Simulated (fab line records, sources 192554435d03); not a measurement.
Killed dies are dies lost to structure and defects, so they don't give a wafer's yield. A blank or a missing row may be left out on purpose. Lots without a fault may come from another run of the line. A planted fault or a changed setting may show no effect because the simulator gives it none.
fab line records | flow n5_finfet
record lots=6 wafers=18 last_day=18
route steps=1938 shown BEOL_M12@1637
lots that met no fault: from a run of the same line without faults
start_h: hours from the record's first day to the start of the lot's first wafer shown | wait_h: hours since the lot's step before | " the same as in the row above | L1.1+2: a row that stands for several wafers | - no value, or no start given | * or withheld: withheld | < > ~ a bound
route shown NAME@n: a module of which the file shows steps, and the number in the route of the first | usual: mean/standard deviation of fault-free wafers | same: alike in all rows | chamber/n: place in a boat | sites: the reading at each site | _std_site: their standard deviation | _edge_site: outer sites' mean less inner sites' | radius_mm: how far each site lies from the wafer's centre | mask NAME#n: copy n | behind: the tool/chamber that last shaped the wafer | hold: why the lot was held/for how many hours/how that ended | device: the transistor (n, p or np) that didn't switch | end of line: the same wafers' tests at the end of the route | a step without rows: its recipe alone | killed: dies lost to structure and defects at the first sort, not the wafer's yield | map: a wafer's dies, x killed, . not, _ none there
set.NAME: the setting as run; set.NAME@STEP: as run at that earlier step | model.NAME: the simulator's own value behind a step, which no gauge read
lots at some steps of the route; a table a step, a row a wafer
services: from which hour (start_h, from the record's first day; less than 0 if before it) a tool's chamber was out of use, for how many hours, and why
## steps
# step N5_BEOL_M12_ETCH_68
# recipe chemistry=N2/H2 target=SOC mask_material=SiARC source_w=3000 bias_w=350 temp_c=40 time_s=285 ion_energy_ev=200 pressure_mtorr=30 n2_flow_sccm=200 h2_flow_sccm=200
# usual drypump_motor_current_A=5.7/0.47 oes_product_au=0.81/0.099 rf_vpp_V=524/3.4 showerhead_plenum_p_Torr=2.56/0.12 throttle_valve_pct=17.76/0.3
# same time_s=285
# columns lot.wafer tool chamber start_h wait_h drypump_motor_current_A oes_product_au rf_hours_counter_h rf_vpp_V showerhead_plenum_p_Torr throttle_valve_pct
L328.1 rie_diel-05 3 252.75 0.1 5.1 0.71 234 524 2.49 17.75
L328.4 " 2 " " 5.5 0.94 9 527 2.71 17.36
L328.5 " 1 " " 6.6 0.92 - 527 2.72 17.94
L333.2 rie_diel-01 0 280.71 0.1 5.5 0.76 122 524 2.55 17.62
L333.4 " 2 " " 6.3 0.94 - 526 2.60 17.26
L333.5 " 1 " " 6.1 0.68 - 523 2.52 18.16
L335.1 rie_diel-01 0 283.47 0.1 5.5 0.76 124 524 2.55 17.62
L335.2 " 2 " " 6.4 0.94 12 524 2.60 17.27
L335.6 " 0 " " 5.5 0.75 - 525 2.55 17.63
L345.2 rie_diel-01 2 356.99 0.1 6.3 0.88 38 526 2.58 17.32
L345.5 " 0 " " 5.5 0.73 - 523 2.54 17.68
L345.6 " 1 " " 6.1 0.94 - 524 2.51 17.83
L346.2 rie_diel-05 0 385.62 0.1 5.3 0.69 234 516 2.32 18.26
L346.4 " 1 " " 6.6 0.84 84 527 2.70 18.05
L346.5 " 1 " " 6.6 0.85 - 528 2.70 18.01
L349.2 rie_diel-05 1 387.99 0.1 6.6 0.85 85 527 2.70 18.03
L349.3 " 3 " " 5.1 0.92 21 523 2.47 17.33
L349.5 " 3 " " 5.1 0.94 - 522 2.47 17.32
# step N5_BEOL_M12_STRIP_69
# recipe chemistry=N2/H2 temp_c=40 n2_flow_sccm=200 h2_flow_sccm=200 rf_frequency_hz=6e+07
# step N5_BEOL_M12_TRENCH_ETCH_34
# recipe chemistry=C4F8/O2/Ar target=SiOC target_depth_a=3189.5 mask_material=SOC pressure_mtorr=30 source_w=3000 bias_w=700 Ar_flow_sccm=400 C4F8_flow_sccm=15 O2_flow_sccm=8 he_inner_torr=15 he_outer_torr=30 time_s=125.5 ion_energy_ev=250
# step N5_BEOL_M12_STRIP_70
# recipe chemistry=C4F8/O2/Ar resist=SiARC rf_frequency_hz=6e+07
# step N5_BEOL_M12_OCD_MEAS_35
# usual trench_depth_nm=318/4.6
# columns lot.wafer tool chamber start_h wait_h trench_depth_nm
L328.1 ocd-02 - 253.08 0.0 318
L328.4 " - " " 321
L328.5 " - " " 321
L333.2 ocd-01 - 281.05 0.0 319
L333.4 " - " " 325
L333.5 " - " " 312
L335.1 ocd-02 - 283.81 0.0 317
L335.2 " - " " 325
L335.6 " - " " 315
L345.2 ocd-02 - 357.33 0.0 318
L345.5 " - " " 311
L345.6 " - " " 319
L346.2 ocd-02 - 385.95 0.0 313
L346.4 " - " " 327
L346.5 " - " " 324
L349.2 ocd-02 - 388.33 0.0 327
L349.3 " - " " 324
L349.5 " - " " 321
# step N5_BEOL_M12_STRIP_37
# recipe chemistry=N2/H2 power_w=1000 temp_c=250 h2_frac=0.65 overash_fraction=0.3 pressure_mtorr=withheld n2_flow_sccm=1750 h2_flow_sccm=3250
# usual drypump_motor_current_A=5.6/0.31 heater_power_w=350/39 oes_product_au=0.792/0.0095
# columns lot.wafer tool chamber start_h wait_h drypump_motor_current_A heater_power_w oes_product_au rf_hours_counter_h
L328.1 plasma_asher-02 1 253.12 0.0 5.9 353 0.770 73
L328.4 " 0 " " 5.4 309 0.779 -
L328.5 " 1 " " 5.9 345 0.790 -
L333.2 plasma_asher-02 0 281.09 0.0 5.4 300 0.792 78
L333.4 " 0 " " 5.4 306 0.810 -
L333.5 " 0 " " 5.4 300 0.792 -
L335.1 plasma_asher-01 1 283.85 0.0 6.0 341 0.795 124
L335.2 " 0 " " 5.2 399 0.799 124
L335.6 " 1 " " 6.0 328 0.804 -
L345.2 plasma_asher-02 0 357.37 0.0 5.4 310 0.788 93
L345.5 " 0 " " 5.4 305 0.784 -
L345.6 " 1 " " 5.9 344 0.797 -
L346.2 plasma_asher-01 1 385.99 0.0 6.0 337 0.797 143
L346.4 " 0 " " 5.3 418 0.798 -
L346.5 " 0 " " 5.2 398 0.782 -
L349.2 plasma_asher-02 1 388.37 0.0 5.9 347 0.791 99
L349.3 " 1 " " 5.9 344 0.795 -
L349.5 " 0 " " 5.4 300 0.770 -
# step N5_BEOL_M12_ETCH_38
# recipe chemistry=CF4/N2 target=SiCN target_depth_a=687 taper_deg=2 time_s=73.4 ion_energy_ev=150 mask_material=SiO2 pressure_mtorr=40 source_w=430 bias_w=70 Ar_flow_sccm=100 cf4_flow_sccm=60 n2_flow_sccm=60
# step N5_BEOL_M12_PRECLEAN_39
# recipe chemistry=residue_remover time_s=60 temp_c=40
# step N5_BEOL_M12_SRD_40
# recipe time_s=30 temp_c=23 rinse_liquid=diw dry=n2_spin spin_rpm=1500 dry_time_s=30
# step N5_BEOL_M12_DEGAS_41
# recipe ambient=vacuum temp_c=250 time_s=60
# usual heater_power_w=319/33
# same time_s=60
# columns lot.wafer tool chamber start_h wait_h heater_power_w
L328.1 pvd_sputter-02 - 254.23 0.2 261
L328.4 " - " " 328
L328.5 " - " " 323
L333.2 pvd_sputter-02 - 283.45 0.0 256
L333.4 " - " " 402
L333.5 " - " " 319
L335.1 pvd_sputter-02 - 285.13 0.3 321
L335.2 " - " " 400
L335.6 " - " " 258
L345.2 pvd_sputter-03 - 360.22 0.5 324
L345.5 " - " " 337
L345.6 " - " " 301
L346.2 pvd_sputter-03 - 387.11 0.3 323
L346.4 " - " " 305
L346.5 " - " " 329
L349.2 pvd_sputter-03 - 392.60 0.3 333
L349.3 " - " " 307
L349.5 " - " " 326
# step N5_BEOL_M12_PRE_CLEAN_42
# recipe gas=H2/He time_s=30 temp_c=250
# step N5_BEOL_M12_SPUTTER_43
# recipe material=TaN target_thk_a=150 temp_c=50 bias_v=168.6 power_w=15000 chamber_pressure_pa=0.12 time_s=24.19
# usual throttle_valve_pct=30.0/1.5
# same time_s=24.19
# columns lot.wafer tool chamber start_h wait_h throttle_valve_pct
L328.1 pvd_sputter-02 - 254.31 0.0 32.6
L328.4 " - " " 28.6
L328.5 " - " " 31.0
L333.2 pvd_sputter-02 - 283.53 0.0 32.4
L333.4 " - " " 29.2
L333.5 " - " " 28.3
L335.1 pvd_sputter-02 - 285.21 0.0 28.6
L335.2 " - " " 29.0
L335.6 " - " " 32.6
L345.2 pvd_sputter-03 - 360.30 0.0 28.4
L345.5 " - " " 30.8
L345.6 " - " " 27.8
L346.2 pvd_sputter-03 - 387.19 0.0 28.3
L346.4 " - " " 27.7
L346.5 " - " " 28.5
L349.2 pvd_sputter-03 - 392.68 0.0 28.7
L349.3 " - " " 27.6
L349.5 " - " " 31.1
# step N5_BEOL_M12_SPUTTER_44
# recipe material=Ta target_thk_a=100 temp_c=50 bias_v=80 power_w=15000 chamber_pressure_pa=0.07 time_s=16.13
# usual throttle_valve_pct=30.0/1.5
# columns lot.wafer tool chamber start_h wait_h throttle_valve_pct model.Ta_of_BEOL_M12_SPUTTER_44.thk_nm
L328.1 pvd_sputter-02 - 254.39 0.0 32.5 10
L328.4 " - " " 28.4 9.8
L328.5 " - " " 31.2 10
L333.2 pvd_sputter-02 - 283.61 0.0 32.6 10
L333.4 " - " " 28.9 17.4
L333.5 " - " " 28.6 9.8
L335.1 pvd_sputter-02 - 285.29 0.0 28.3 9.8
L335.2 " - " " 29.2 17.6
L335.6 " - " " 32.5 10
L345.2 pvd_sputter-03 - 360.38 0.0 28.5 10.2
L345.5 " - " " 31.1 10
L345.6 " - " " 27.9 10
L346.2 pvd_sputter-03 - 387.27 0.0 28.5 10.2
L346.4 " - " " 28.2 10
L346.5 " - " " 28.7 10.2
L349.2 pvd_sputter-03 - 392.76 0.0 28.8 10.2
L349.3 " - " " 28.0 10
L349.5 " - " " 30.9 10
# step N5_BEOL_M12_SPUTTER_45
# recipe material=Cu target_thk_a=800 temp_c=-20 bias_v=60 power_w=26000 chamber_pressure_pa=0.13 time_s=13.33
# usual throttle_valve_pct=30.0/1.5
# same time_s=13.33
# columns lot.wafer tool chamber start_h wait_h throttle_valve_pct
L328.1 pvd_sputter-02 - 254.47 0.0 32.9
L328.4 " - " " 28.6
L328.5 " - " " 30.7
L333.2 pvd_sputter-02 - 283.69 0.0 32.4
L333.4 " - " " 29.1
L333.5 " - " " 28.5
L335.1 pvd_sputter-02 - 285.37 0.0 28.5
L335.2 " - " " 29.3
L335.6 " - " " 32.8
L345.2 pvd_sputter-03 - 360.46 0.0 28.7
L345.5 " - " " 31.2
L345.6 " - " " 27.8
L346.2 pvd_sputter-03 - 387.35 0.0 28.5
L346.4 " - " " 27.9
L346.5 " - " " 28.5
L349.2 pvd_sputter-03 - 392.84 0.0 28.4
L349.3 " - " " 27.8
L349.5 " - " " 31.2
# step N5_BEOL_M12_ECD_47
# recipe material=Cu target_thk_a=7200
# step N5_BEOL_M12_ANNEAL_48
# recipe temp_c=225 time_s=90 ambient=N2
# step N5_BEOL_M12_CMP_49
# recipe stop_on=SiOC t_overpolish_s=20.6 down_force_psi=1 platen_rpm=50 clearing_platen_down_force_psi=1.5 clearing_platen_rpm=50 post_cmp_clean=cu_alkaline target_thk_nm=320 clearing_platen_pad_velocity_m_s=0.99484 pad_velocity_m_s=0.99484
# usual barrier_field_endpoint_s=30.4/0.81 motor_current_A=6.1/0.77 pad_life_wafers=1045/600
# columns lot.wafer tool chamber start_h wait_h barrier_field_endpoint_s motor_current_A pad_life_wafers model.Cu_of_BEOL_M12_ECD_47.thk_nm
L328.1 cmp-03 2 255.03 0.3 29.8 6.0 1710 318.2
L328.4 " 3 " " 29.4 5.8 1711 321.8
L328.5 " 3 " " 29.8 5.8 - 322.8
L333.2 cmp-02 0 284.25 0.2 30.4 6.9 258 320
L333.4 " 1 " " 40.2 6.2 259 321
L333.5 " 0 " " 30.3 7.6 - 313.8
L335.2 cmp-04 1 285.97 0.2 38.5 6.8 793 317.6
L335.1 " 2 " " 29.8 6.7 794 319.4
L335.6 " 1 " " 30.3 6.7 - 315.4
L345.2 cmp-02 3 361.13 0.3 30.3 6.2 801 316.6
L345.5 " 0 " " 29.5 7.1 - 311.2
L345.6 " 1 " " 30.2 6.0 - 319.8
L346.4 cmp-04 3 388.29 0.1 30.6 4.9 1542 330.2
L346.2 " 0 " " 30.8 4.8 1543 315
L346.5 " 3 " " 30.6 4.9 - 326.4
L349.2 cmp-02 3 393.89 0.4 30.1 5.8 1032 328.2
L349.3 " 1 " " 30.3 6.0 1034 326.4
L349.5 " 3 " " 30.5 5.9 - 321.6
# step N5_BEOL_M12_THK_MEAS_50
# recipe thk_meas_gauge=xrf reads=Cu_of_BEOL_M12_ECD_47
# usual M12_THK=324/5.5
# columns lot.wafer tool chamber start_h wait_h M12_THK[nm]
L328.1 film_metro-01 - 255.32 - 320
L328.4 " - " " 323
L328.5 " - " " 324
L333.2 film_metro-02 - 284.54 - 326
L333.4 " - " " 328
L333.5 " - " " 320
L335.1 film_metro-02 - 286.22 - 324
L335.2 " - " " 321
L335.6 " - " " 319
L345.2 film_metro-02 - 361.31 - 323
L345.5 " - " " 318
L345.6 " - " " 327
L346.2 film_metro-01 - 388.59 - 315
L346.4 " - " " 331
L346.5 " - " " 328
L349.2 film_metro-02 - 394.18 - 337
L349.3 " - " " 334
L349.5 " - " " 330
## services
# columns tool chamber start_h hours kind
plasma_asher-01 - 230.13 5.1 repair
rie_diel-01 2 235.67 - clean
rie_diel-01 2 235.67 - consumable_replace:focus_ring
rie_diel-01 2 235.67 13.8 scheduled_down
rie_diel-01 2 235.67 13.8 vent_cycle
cmp-03 - 238.35 2.4 repair
cmp-02 - 251.11 4.0 pm
rie_diel-01 2 252.91 7.8 repair
cmp-02 - 255.11 - consumable_replace:conditioner
cmp-02 - 255.11 - consumable_replace:pad
rie_diel-01 3 260.69 - clean
rie_diel-01 3 260.69 - consumable_replace:focus_ring
cmp-03 - 263.56 1.7 repair
cmp-04 - 265.44 5.6 pm
cmp-03 - 289.50 4.0 pm
cmp-03 - 297.22 4.2 pm
cmp-04 - 302.21 1.7 repair
cmp-02 - 303.99 1.4 repair
cmp-03 - 311.08 1.1 repair
rie_diel-01 3 331.39 3.3 repair
pvd_sputter-02 - 335.00 4.1 repair
cmp-02 - 347.15 3.7 repair
cmp-02 - 363.15 1.5 repair
rie_diel-05 3 367.90 10.7 repair
## key
first_sign step=N5_BEOL_M12_CMP_49 reading=barrier_field_endpoint_s direction=up sigmas=11 usual=30.4 struck=39.3
effect none on later readings
model_effect step=N5_BEOL_M12_SPUTTER_44 value=Ta_of_BEOL_M12_SPUTTER_44.thk_nm without=9.9 struck=17.5
model_effect step=N5_BEOL_M12_CMP_49 value=Cu_of_BEOL_M12_ECD_47.thk_nm without=327 struck=319.3
met_at N5_BEOL_M12_SPUTTER_44
struck_wafers L333.4,L335.2
fault kind=process_parameter_drift tool=pvd_sputter-02 chamber=- onset_h=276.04 steps=N5_BEOL_M12_SPUTTER_44 channel=time_s offset=* shape=step end_h=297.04 acts_in=* stated=* scope=struck_wafers_only
